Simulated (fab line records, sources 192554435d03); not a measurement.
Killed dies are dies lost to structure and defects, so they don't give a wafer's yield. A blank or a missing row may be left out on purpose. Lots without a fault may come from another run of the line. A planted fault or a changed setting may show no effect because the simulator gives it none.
Chamber matching | flow n5_finfet | N5_BEOL_M11_ETCH_65 on rie_diel-03: 4 sister chambers
The step etches SiARC in CF4, target depth 39 nm, time 65 s. 18 wafers are shown with their chamber, then 9 later ones without.

WAFERS WITH THEIR CHAMBER
wafer  | chamber | showerhead_plenum_p_Torr (Torr) | throttle_valve_pct (%) | drypump_motor_current_A (A)
L077.3 | 2       | 2.13                            | 15.94                  | 5.3
L077.5 | 3       | 2.12                            | 16.03                  | 5.5
L077.6 | 0       | 2.13                            | 15.76                  | 5.4
L079.2 | 1       | 2.26                            | 15.59                  | 5.9
L079.4 | 2       | 2.13                            | 15.96                  | 5.3
L079.6 | 3       | 2.12                            | 16.05                  | 5.4
L083.2 | 2       | 2.12                            | 15.96                  | 5.3
L083.3 | 3       | 2.12                            | 16.07                  | 5.5
L083.5 | 3       | 2.12                            | 16.06                  | 5.5
L087.1 | 1       | 2.25                            | 15.63                  | 5.9
L087.2 | 3       | 2.12                            | 16.07                  | 5.5
L087.6 | 1       | 2.25                            | 15.62                  | 5.9
L091.3 | 2       | 2.12                            | 15.98                  | 5.4
L091.4 | 0       | 2.12                            | 15.78                  | 5.4
L091.6 | 2       | 2.12                            | 15.98                  | 5.4
L090.2 | 2       | 2.12                            | 15.99                  | 5.4
L090.3 | 1       | 2.25                            | 15.63                  | 5.9
L090.4 | 0       | 2.12                            | 15.79                  | 5.4

SIGNATURES (means of the wafers above)
reading                  | chamber 0 | chamber 1 | chamber 2 | chamber 3 | scatter within a chamber
showerhead_plenum_p_Torr | 2.1233    | 2.2525    | 2.1233    | 2.1200    | 0.00443
throttle_valve_pct       | 15.7767   | 15.6175   | 15.9683   | 16.0560   | 0.0176
drypump_motor_current_A  | 5.400     | 5.900     | 5.350     | 5.480     | 0.0405
Rule: a wafer's distance from a chamber is the root of the sum, over the readings, of the square of ((its reading less the chamber's mean) divided by the reading's scatter). The wafer belongs to the nearest chamber; if the next one is less than 2 further off, it can't be placed. The scatter: the root of (the sum of the squares of (reading less its chamber's mean) over the shown wafers, divided by (wafers less chambers)).

WAFERS WITHOUT THEIR CHAMBER
wafer  | showerhead_plenum_p_Torr (Torr) | throttle_valve_pct (%) | drypump_motor_current_A (A)
L093.1 | 2.12                            | 15.80                  | 5.4
L093.2 | 2.25                            | 15.65                  | 5.9
L093.4 | 2.12                            | 16.00                  | 5.3
L096.3 | 2.24                            | 15.66                  | 5.9
L096.5 | 2.12                            | 16.01                  | 5.3
L096.6 | 2.24                            | 15.66                  | 5.9
L097.1 | 2.24                            | 15.65                  | 6.0
L097.5 | 2.24                            | 15.66                  | 6.0
L097.6 | 2.12                            | 16.01                  | 5.3

WHICH CHAMBER EACH WENT THROUGH
wafer  | from the rows above | in truth
L093.1 | 0                   | 0
L093.2 | 1                   | 1
L093.4 | 2                   | 2
L096.3 | 1                   | 1
L096.5 | 2                   | 2
L096.6 | 1                   | 1
L097.1 | 1                   | 1
L097.5 | 1                   | 1
L097.6 | 2                   | 2
Placed correctly: 9 of 9. Can't be placed from these rows: 0. Placed wrongly: 0.
